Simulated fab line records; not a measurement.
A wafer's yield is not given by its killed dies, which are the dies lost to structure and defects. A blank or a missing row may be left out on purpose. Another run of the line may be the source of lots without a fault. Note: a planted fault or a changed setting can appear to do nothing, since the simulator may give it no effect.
fab line records | flow n5-finfet
record: lots: 7 wafers: 39
route steps=1938 shown ZERO_LAYER@11 HKMG_FIN@448 BEOL_M0_SAQP@638 BEOL_M1@811 BEOL_M3@977
start-h: hours from the record's first day to the start of the lot's first wafer shown | wait-h: how many hours have passed since the lot's step before this one | " the same as in the row above | L1.1+2: a single row standing in for several wafers | - no value, or no start was given | * or withheld: withheld | < > ~ a bound
route shown NAME@n: names a module that has steps shown in the file, with the first one's number in the route | usual: the fault-free wafers' mean and standard deviation | same: alike in all rows | chamber/n: place in a boat | sites: each site's reading | _std_site: their standard deviation | _edge_site: outer sites' mean less inner sites' | radius-mm: how far each site lies from the wafer's centre | mask NAME#n: copy n | behind: the last tool/chamber to shape the wafer | hold: why the lot went on hold/how many hours it stayed there/how the hold came to an end | device: whichever transistor did not switch (one of n, p or np) | end of line: the route-end tests of the same wafers | step lacking rows: just its recipe | killed: dies that structure and defects cost at the first sort, which is not the same as the wafer's yield | map: a wafer's dies, x killed, . not, _ none there
set.NAME: setting as actually run; set.NAME@STEP: the setting as run at that earlier step | model.NAME: the simulator's own value behind a step, which no gauge read
lots whose settings were changed on purpose; a table a step, a row a wafer
== steps ==
step: N5_ZERO_LAYER_DEVELOP_10
recipe: develop-time-s: 60 rinse-liquid: diw dry: air-spin dev-temp-c: 21
columns lot.wafer tool chamber start-h wait-h set.develop-time-s
L074.1+2+3+4+5+6 litho-track-03 0 - - 60
L075.2+3+6 litho-track-03 0 - - 60
L077.1+2+4 litho-track-03 0 - - 38.71
L077.3+5+6 " 0 " " 60
L080.1+3+4 litho-track-05 0 - - 24.05
L080.2+5+6 " 0 " " 60
L089.1+4+6 litho-track-05 0 - - 60
L089.2+3+5 " 0 " " 30.1
L092.1+2+6 litho-track-03 0 - - 60
L092.3+4+5 " 0 " " 95.64
L096.1+2+3 litho-track-05 0 - - 24.64
L096.4+5+6 " 0 " " 60
step: N5_ZERO_LAYER_HARDBAKE_23
recipe: temp-c: 130 time-s: 120
step: N5_ZERO_LAYER_CD_MEAS_11
recipe: target-cd-nm: 2000 landing-energy-ev: 500 detector: se-inlens
usual: cd-nm: 1999.8/2.6
columns lot.wafer tool chamber start-h wait-h set.develop-time-s@ZERO_LAYER_DEVELOP_10 cd-nm
L074.1 cd-sem-02 0 12.64 - 60 2001.7
L074.2 " 0 " " 60 1999.3
L074.3 " 0 " " 60 2001.6
L074.4 " 0 " " 60 1999.6
L074.5 " 0 " " 60 1997.8
L074.6 " 0 " " 60 2000.6
L075.2 cd-sem-01 0 18.78 - 60 1998.3
L075.3 " 0 " " 60 2001.6
L075.6 " 0 " " 60 1999.8
L077.1 cd-sem-03 0 30.64 - 38.71 1990.2
L077.2 " 0 " " 38.71 1993.0
L077.3 " 0 " " 60 2000.5
L077.4 " 0 " " 38.71 1992.2
L077.5 " 0 " " 60 2003.8
L077.6 " 0 " " 60 2000.2
L080.1 cd-sem-03 0 48.64 - 24.05 1976.4
L080.2 " 0 " " 60 1999.0
L080.3 " 0 " " 24.05 1977.7
L080.4 " 0 " " 24.05 1975.5
L080.5 " 0 " " 60 1998.1
L080.6 " 0 " " 60 1995.3
L089.1 cd-sem-03 0 102.64 - 60 1998.0
L089.2 " 0 " " 30.1 1981.3
L089.3 " 0 " " 30.1 1986.0
L089.4 " 0 " " 60 1997.6
L089.5 " 0 " " 30.1 1982.5
L089.6 " 0 " " 60 1998.1
L092.1 cd-sem-03 0 120.77 - 60 1999.1
L092.2 " 0 " " 60 2000.0
L092.3 " 0 " " 95.64 2011.7
L092.4 " 0 " " 95.64 2008.5
L092.5 " 0 " " 95.64 2013.2
L092.6 " 0 " " 60 1999.5
L096.1 cd-sem-02 0 144.77 - 24.64 1980.4
L096.2 " 0 " " 24.64 1978.7
L096.3 " 0 " " 24.64 1976.7
L096.4 " 0 " " 60 1997.9
L096.5 " 0 " " 60 1996.5
L096.6 " 0 " " 60 2002.7
step: N5_ZERO_LAYER_DESCUM_16
recipe: chemistry: O2 time-s: 7.9 source-power-w: 50 bias-power-w: 20 pressure-mtorr: 20 rf-frequency-hz: 2.712e+07 temp-c: 40 o2-flow-sccm: 225
columns lot.wafer tool chamber start-h wait-h set.develop-time-s@ZERO_LAYER_DEVELOP_10 model.ZERO_LAYER.cd-nm
L074.1 rie-diel-05 1 12.69 0.0 60 2001
L074.2 " 0 " " 60 -
L074.3 " 3 " " 60 2002
L074.4+6 " 2,3 " " 60 2000
L074.5 " 2 " " 60 1998
L075.2 rie-diel-02 1 18.82 0.0 60 1998
L075.3 " 2 " " 60 2002
L075.6 " 3 " " 60 2000
L077.1 rie-diel-03 2 30.68 0.0 38.71 1990
L077.2 " 0 " " 38.71 1993
L077.3+6 " 3,1 " " 60 2000
L077.4 " 1 " " 38.71 1992
L077.5 " 2 " " 60 2003
L080.1+4 rie-diel-03 2,0 48.68 0.0 24.05 1976
L080.2 " 1 " " 60 1999
L080.3 " 3 " " 24.05 1978
L080.5 " 0 " " 60 1998
L080.6 " 1 " " 60 1995
L089.1+4 rie-diel-05 0,1 102.68 0.0 60 1998
L089.2 " 2 " " 30.1 1981
L089.3 " 3 " " 30.1 1986
L089.5 " 3 " " 30.1 1982
L089.6 " 2 " " 60 1999
L092.1 rie-diel-02 0 120.80 0.0 60 1999
L092.2+6 " 1,2 " " 60 2000
L092.3 " 3 " " 95.64 2012
L092.4 " 2 " " 95.64 2008
L092.5 " 1 " " 95.64 2013
L096.1 rie-diel-05 3 144.92 0.1 24.64 1980
L096.2 " 0 " " 24.64 1979
L096.3 " 1 " " 24.64 1977
L096.4 " 2 " " 60 1998
L096.5 " 1 " " 60 1997
L096.6 " 2 " " 60 2003
step: N5_ZERO_LAYER_ETCH_17
recipe: chemistry: CF4 target: SiO2 target-depth-a: 120 time-s: 13.3 ion-energy-ev: 350 pressure-mtorr: 40 source-w: 450 bias-w: 215 Ar_flow_sccm: 100 cf4-flow-sccm: 100
columns lot.wafer tool chamber start-h wait-h set.develop-time-s@ZERO_LAYER_DEVELOP_10 model.ZERO_LAYER.cd-nm
L074.1+3 rie-diel-05 1,3 12.72 0.0 60 2001
L074.2 " 0 " " 60 1999
L074.4+6 " 2,3 " " 60 2000
L074.5 " 2 " " 60 1998
L075.2 rie-diel-02 1 18.86 0.0 60 1998
L075.3 " 2 " " 60 2002
L075.6 " 3 " " 60 2000
L077.1 rie-diel-03 2 30.71 0.0 38.71 1990
L077.2 " 0 " " 38.71 1994
L077.3+6 " 3,1 " " 60 2000
L077.4 " 1 " " 38.71 1992
L077.5 " 2 " " 60 2003
L080.1+4 rie-diel-03 2,0 48.72 0.0 24.05 1976
L080.2 " 1 " " 60 1999
L080.3 " 3 " " 24.05 1978
L080.5 " 0 " " 60 1998
L080.6 " 1 " " 60 1995
L089.1+4 rie-diel-05 0,1 102.72 0.0 60 1998
L089.2 " 2 " " 30.1 1981
L089.3 " 3 " " 30.1 1986
L089.5 " 3 " " 30.1 1982
L089.6 " 2 " " 60 1999
L092.1+6 rie-diel-02 0,2 120.84 0.0 60 1999
L092.2 " 1 " " 60 2000
L092.3 " 3 " " 95.64 2012
L092.4 " 2 " " 95.64 2008
L092.5 " 1 " " 95.64 2013
L096.1 rie-diel-05 3 144.95 0.0 24.64 1980
L096.2 " 0 " " 24.64 1979
L096.3 " 1 " " 24.64 1977
L096.4 " 2 " " 60 1998
L096.5 " 1 " " 60 1997
L096.6 " 2 " " 60 2003
step: N5_HKMG_FIN_NWFM_ALD_20
recipe: material: TiAlC target-thk-a: 20 temp-c: 300 ald-precursor-family: TiCl4 ald-co-reactant: TEA pulse-time-s: 3 purge-time-s: 2 co-reactant-purge-time-s: 2 co-reactant-pulse-time-s: 10 ald-cycles: 7 pressure-torr: 3
columns lot.wafer tool chamber start-h wait-h set.ald-cycles model.TiAlC_of_HKMG_FIN_NWFM_ALD_20.thk-nm
L074.1+3+6 ald-metal-04 2,3,0 76.48 0.3 10 2.8
L074.2+4+5 " 1,0,3 " " 7 2
L075.2+3+6 ald-metal-04 3,2,1 86.13 0.3 7 2
L077.1+2+3+4+5+6 ald-metal-02 1,3,2,0,0,3 94.67 0.3 7 2
L080.1+2+5 ald-metal-02 0,1,3 118.78 0.3 11 3.2
L080.3+4+6 " 2,3,0 " " 7 2
L089.1+2+3+4+5+6 ald-metal-03 1,0,2,3,3,0 169.86 0.3 7 2
L092.1+2+4 ald-metal-03 3,2,0 185.40 0.3 5 1.4
L092.3+5+6 " 1,1,2 " " 7 2
L096.1+3+6 ald-metal-04 1,2,1 209.49 0.3 7 2
L096.2+4+5 " 0,3,2 " " 4 1.2
step: N5_BEOL_M0_SAQP_PECVD_04
recipe: material: a-Si target-thk-a: 600 temp-c: 350 precursor: SiH4/He pressure-torr: 3 rf-w: 100 time-s: 60.2
columns lot.wafer tool chamber start-h wait-h set.time-s model.a-Si_of_BEOL_M0_SAQP_PECVD_04.thk-nm
L074.1 pecvd-02 2 105.62 0.0 60.2 59.2
L074.2 " 0 " " 35.89 35
L074.3 " 1 " " 35.89 34.8
L074.4+5 " 1,0 " " 60.2 60.6
L074.6 " 2 " " 35.89 36.2
L075.2+3 pecvd-02 2,0 114.17 0.0 60.2 60.8
L075.6 " 1 " " 60.2 61.6
L077.1 pecvd-01 1 121.96 0.0 60.2 58.2
L077.2 " 2 " " 60.2 60.6
L077.3 " 0 " " 60.2 60
L077.4 " 1 " " 60.2 59.8
L077.5 " 0 " " 60.2 61
L077.6 " 2 " " 60.2 60.4
L080.1 pecvd-04 0 148.53 0.0 87.8 86.2
L080.2 " 1 " " 60.2 58.2
L080.3 " 2 " " 87.8 86.4
L080.4 " 0 " " 60.2 59.6
L080.5 " 2 " " 60.2 60
L080.6 " 1 " " 87.8 88
L089.1 pecvd-04 2 200.07 0.0 60.2 58.8
L089.2+4 " 1,2 " " 38.65 38.6
L089.3 " 0 " " 60.2 59.6
L089.5 " 0 " " 38.65 38.2
L089.6 " 1 " " 60.2 60
L092.1 pecvd-02 2 213.93 0.0 60.2 59.4
L092.2 " 1 " " 43.96 42.2
L092.3 " 0 " " 43.96 43.2
L092.4 " 2 " " 60.2 60.2
L092.5 " 1 " " 60.2 59.6
L092.6 " 0 " " 43.96 44
L096.1 pecvd-01 1 242.01 0.0 71.75 70.8
L096.2 " 2 " " 71.75 71.2
L096.3 " 0 " " 60.2 60.2
L096.4 " 2 " " 60.2 61.2
L096.5 " 0 " " 60.2 61
L096.6 " 1 " " 71.75 72
step: N5_BEOL_M0_SAQP_THK_MEAS_05
usual: thk-nm: 60.0/0.88
columns lot.wafer tool chamber start-h wait-h set.time-s@BEOL_M0_SAQP_PECVD_04 thk-nm
L074.1 film-metro-01 - 105.71 0.1 60.2 59.1
L074.2 " - " " 35.89 34.9
L074.3 " - " " 35.89 34.7
L074.4 " - " " 60.2 60.6
L074.5 " - " " 60.2 60.7
L074.6 " - " " 35.89 36.2
L075.2 film-metro-02 - 114.27 0.1 60.2 60.8
L075.3 " - " " 60.2 60.8
L075.6 " - " " 60.2 61.6
L077.1 film-metro-01 - 122.06 0.1 60.2 58.2
L077.2 " - " " 60.2 60.7
L077.3 " - " " 60.2 60.0
L077.4 " - " " 60.2 59.7
L077.5 " - " " 60.2 61.0
L077.6 " - " " 60.2 60.5
L080.1 film-metro-01 - 148.63 0.1 87.8 86.2
L080.2 " - " " 60.2 58.3
L080.3 " - " " 87.8 86.4
L080.4 " - " " 60.2 59.6
L080.5 " - " " 60.2 60.0
L080.6 " - " " 87.8 87.9
L089.1 film-metro-01 - 200.16 0.1 60.2 58.9
L089.2 " - " " 38.65 38.7
L089.3 " - " " 60.2 59.6
L089.4 " - " " 38.65 38.6
L089.5 " - " " 38.65 38.3
L089.6 " - " " 60.2 60.0
L092.1 film-metro-01 - 214.02 0.1 60.2 59.4
L092.2 " - " " 43.96 42.1
L092.3 " - " " 43.96 43.3
L092.4 " - " " 60.2 60.3
L092.5 " - " " 60.2 59.7
L092.6 " - " " 43.96 44.0
L096.1 film-metro-01 - 242.10 0.1 71.75 70.7
L096.2 " - " " 71.75 71.2
L096.3 " - " " 60.2 60.2
L096.4 " - " " 60.2 61.2
L096.5 " - " " 60.2 60.9
L096.6 " - " " 71.75 71.9
step: N5_BEOL_M0_SAQP_HM_DEP_111
recipe: material: SiO2 target-thk-a: 120 temp-c: 400 precursor: SiH4/N2O pressure-torr: 0.75 rf-w: 275 time-s: 7.2
step: N5_BEOL_M0_SAQP_COAT_81
recipe: resist: SOC temp-c: 250 time-s: 60 spin-rpm: 1500 resist-thk-nm: 100
step: N5_BEOL_M0_SAQP_HM_OPEN_112
recipe: chemistry: CHF3/O2 target: SiO2 stop-on: a-Si target-depth-a: 120 over-etch-frac: 1.25 mask-material: SOC time-s: 13.5 pressure-mtorr: 30 source-w: 650 bias-w: 170 Ar_flow_sccm: 200 CHF3_flow_sccm: 50 O2_flow_sccm: 5 ion-energy-ev: 200 ends: end-point
step: N5_BEOL_M0_SAQP_STRIP_113
recipe: chemistry: CHF3/O2 resist: SiARC rf-frequency-hz: 6e+07
step: N5_BEOL_M0_SAQP_MANDREL_ETCH_20
recipe: target-depth-a: 600 chemistry: HBr/Cl2 target: a-Si stop-on: SiNx bt-time-s: 10 mask-material: SOC over-etch-frac: 0.5 time-s: 30 pressure-mtorr: 10 icp-w: 800 bias-w: 75 HBr_flow_sccm: 150 Cl2_flow_sccm: 80 ends: end-point
usual: oes-product-au: 0.771/0.013
columns lot.wafer tool chamber start-h wait-h set.time-s@BEOL_M0_SAQP_PECVD_04 oes-product-au model.etch.depth-nm
L074.1 rie-si-06 0 106.57 0.0 60.2 0.781 59.16
L074.2 " 1 " " 35.89 0.577 34.92
L074.3 " 2 " " 35.89 0.579 34.71
L074.4 " 3 " " 60.2 0.776 60.61
L074.5 " 0 " " 60.2 0.790 60.7
L074.6 " 1 " " 35.89 0.597 36.23
L075.2 rie-si-05 0 114.99 0.0 60.2 0.752 60.8
L075.3 " 3 " " 60.2 0.791 60.77
L075.6 " 2 " " 60.2 0.781 61.59
L077.1 rie-si-05 3 122.78 0.0 60.2 0.779 58.2
L077.2 " 1 " " 60.2 0.797 60.69
L077.3 " 0 " " 60.2 0.749 60.05
L077.4 " 2 " " 60.2 0.767 59.77
L077.5 " 1 " " 60.2 0.799 61.01
L077.6 " 0 " " 60.2 0.758 60.46
L080.1 rie-si-05 0 149.76 0.0 87.8 0.950 86.15
L080.2 " 1 " " 60.2 0.773 58.28
L080.3 " 2 " " 87.8 0.960 86.37
L080.4 " 3 " " 60.2 0.782 59.69
L080.5 " 1 " " 60.2 0.784 60.01
L080.6 " 0 " " 87.8 0.947 86.5
L089.1 rie-si-04 1 201.12 0.0 60.2 0.754 58.84
L089.2 " 3 " " 38.65 0.620 38.68
L089.3 " 0 " " 60.2 0.770 59.63
L089.4 " 2 " " 38.65 0.622 38.61
L089.5 " 2 " " 38.65 0.618 38.22
L089.6 " 1 " " 60.2 0.757 60.07
L092.1 rie-si-06 1 214.88 0.0 60.2 0.759 59.43
L092.2 " 2 " " 43.96 0.636 42.11
L092.3 " 0 " " 43.96 0.652 43.26
L092.4 " 3 " " 60.2 0.773 60.22
L092.5 " 2 " " 60.2 0.760 59.68
L092.6 " 3 " " 43.96 0.648 44.01
L096.1 rie-si-06 2 242.90 0.0 71.75 0.832 70.73
L096.2 " 1 " " 71.75 0.857 71.21
L096.3 " 0 " " 60.2 0.784 60.16
L096.4 " 3 " " 60.2 0.772 61.24
L096.5 " 1 " " 60.2 0.779 60.9
L096.6 " 0 " " 71.75 0.868 71.91
step: N5_BEOL_M1_ALD_84
recipe: material: TaN target-thk-a: * temp-c: 275 ald-precursor-family: PDMAT ald-co-reactant: NH3 pressure-torr: 3 carrier-flow-sccm: 1500 pulse-time-s: 2 purge-time-s: 3 co-reactant-purge-time-s: 2 co-reactant-pulse-time-s: 3 ald-cycles: 30 precursor-vessel-temp-c: 75 precursor-vessel-pressure-torr: 26.25 precursor-vessel-carrier-sccm: 1000
columns lot.wafer tool chamber start-h wait-h set.ald-cycles model.TaN_of_BEOL_M1_ALD_84.thk-nm
L074.1 ald-metal-03 0 130.09 0.1 30 *
L074.2+5+6 " 3,3,0 " " 15 *
L074.3+4 " 2,1 " " 30 *
L075.2+3+6 ald-metal-01 3,0,0 133.76 0.1 30 *
L077.1+5+6 ald-metal-01 0,1,0 142.16 0.1 45 *
L077.2+3+4 " 2,3,1 " " 30 *
L080.1+3+4 ald-metal-01 2,0,1 166.19 0.0 30 *
L080.2+5 " 3,1 " " 46 *
L080.6 " 2 " " 46 *
L089.1+2+3+4+5+6 ald-metal-01 3,2,1,0,2,3 220.65 0.2 30 *
L092.1+3+6 ald-metal-01 2,0,1 231.27 0.0 20 *
L092.2+4+5 " 1,3,2 " " 30 *
L096.1+5 ald-metal-03 1,0 275.46 0.1 30 *
L096.2+3+4 " 2,3,0 " " 15 *
L096.6 " 3 " " 30 *
step: N5_BEOL_M3_VIA_ETCH_34
recipe: chemistry: C4F6/O2 target-depth-a: 694 mask-material: SOC pressure-mtorr: 15 ion-energy-ev: 250 taper-deg: 4 time-s: 65.9 source-w: 350 bias-w: 170 Ar_flow_sccm: 300 C4F6_flow_sccm: 10 O2_flow_sccm: 10
columns lot.wafer tool chamber start-h wait-h set.time-s model.etch.depth-nm model.SOC_of_BEOL_M3_COAT_67.thk-nm
L074.1 rie-diel-02 3 148.07 0.0 76.21 77.9 50.6
L074.2 " 2 " " 76.21 76.97 50.8
L074.3 " 1 " " 65.9 68.73 52
L074.4 " 0 " " 76.21 78.09 51.2
L074.5 " 3 " " 65.9 67.42 52
L074.6 " 2 " " 65.9 66.57 52.2
L075.2 rie-diel-03 1 153.70 0.0 65.9 73.03 51.6
L075.3 " 3 " " 65.9 68.42 52.4
L075.6 " 1 " " 65.9 72.25 51.8
L077.1 rie-diel-02 1 162.26 0.0 65.9 69.08 52
L077.2 " 3 " " 65.9 67.95 52
L077.3 " 2 " " 65.9 67.17 52
L077.4 " 0 " " 65.9 67.42 52.4
L077.5 " 0 " " 65.9 67.7 52.4
L077.6 " 1 " " 65.9 69.94 52
L080.1 rie-diel-05 2 204.99 0.0 65.9 68.6 51.8
L080.2 " 3 " " 91.87 94.71 49.2
L080.3 " 0 " " 91.87 93.82 49
L080.4 " 0 " " 65.9 68.15 52
L080.5 " 2 " " 65.9 69.3 51.6
L080.6 " 3 " " 91.87 95.88 49
L089.1 rie-diel-02 1 261.45 0.0 31.06 32.47 56
L089.2 " 3 " " 65.9 67.82 51.8
L089.3 " 2 " " 65.9 67.6 51.6
L089.4 " 3 " " 31.06 32.16 56
L089.5 " 1 " " 65.9 69.15 51.4
L089.6 " 2 " " 31.06 31.77 55.8
L092.1 rie-diel-02 2 268.69 0.0 65.9 67.95 52
L092.2 " 1 " " 96.84 102 48
L092.3 " 3 " " 65.9 67.72 52.2
L092.4 " 1 " " 65.9 69 52
L092.5 " 3 " " 96.84 99.72 48.2
L092.6 " 2 " " 96.84 99.05 48.2
L096.1 rie-diel-03 1 296.73 0.0 65.9 71.9 51.6
L096.2 " 3 " " 65.9 68.3 52
L096.3 " 0 " " 65.9 70.88 51.8
L096.4 " 2 " " 65.9 69.21 52
L096.5 " 1 " " 65.9 71.84 51.4
L096.6 " 2 " " 65.9 68.88 52
== key ==
split: step: N5_ZERO_LAYER_DEVELOP_10 setting: develop-time-s stated: 60 by: wafer
response: step: N5_ZERO_LAYER_CD_MEAS_11 reading: cd-nm change: +0.294 per: 1% r: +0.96
response: step: N5_ZERO_LAYER_DESCUM_16 reading: model.ZERO_LAYER.cd-nm change: +0.296 per: 1% r: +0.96
response: step: N5_ZERO_LAYER_ETCH_17 reading: model.ZERO_LAYER.cd-nm change: +0.295 per: 1% r: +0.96
split: step: N5_HKMG_FIN_NWFM_ALD_20 setting: ald-cycles stated: 7 by: wafer
response: step: N5_HKMG_FIN_NWFM_ALD_20 reading: model.TiAlC_of_HKMG_FIN_NWFM_ALD_20.thk-nm change: +0.0199 per: 1% r: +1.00
split: step: N5_BEOL_M0_SAQP_PECVD_04 setting: time-s stated: 60.2 by: wafer
response: step: N5_BEOL_M0_SAQP_PECVD_04 reading: model.a-Si_of_BEOL_M0_SAQP_PECVD_04.thk-nm change: +0.6 per: 1% r: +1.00
response: step: N5_BEOL_M0_SAQP_THK_MEAS_05 reading: thk-nm change: * per: 1% r: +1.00
response: step: N5_BEOL_M0_SAQP_MANDREL_ETCH_20 reading: oes-product-au change: +0.00418 per: 1% r: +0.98
response: step: N5_BEOL_M0_SAQP_MANDREL_ETCH_20 reading: model.etch.depth-nm change: +0.597 per: 1% r: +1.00
split: step: N5_BEOL_M1_ALD_84 setting: ald-cycles stated: 30 by: wafer
response: step: N5_BEOL_M1_ALD_84 reading: model.TaN_of_BEOL_M1_ALD_84.thk-nm change: * per: 1% r: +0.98
split: step: N5_BEOL_M3_VIA_ETCH_34 setting: time-s stated: 65.9 by: wafer
response: step: N5_BEOL_M3_VIA_ETCH_34 reading: model.etch.depth-nm change: +0.676 per: 1% r: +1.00
response: step: N5_BEOL_M3_VIA_ETCH_34 reading: model.SOC_of_BEOL_M3_COAT_67.thk-nm change: -0.0795 per: 1% r: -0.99
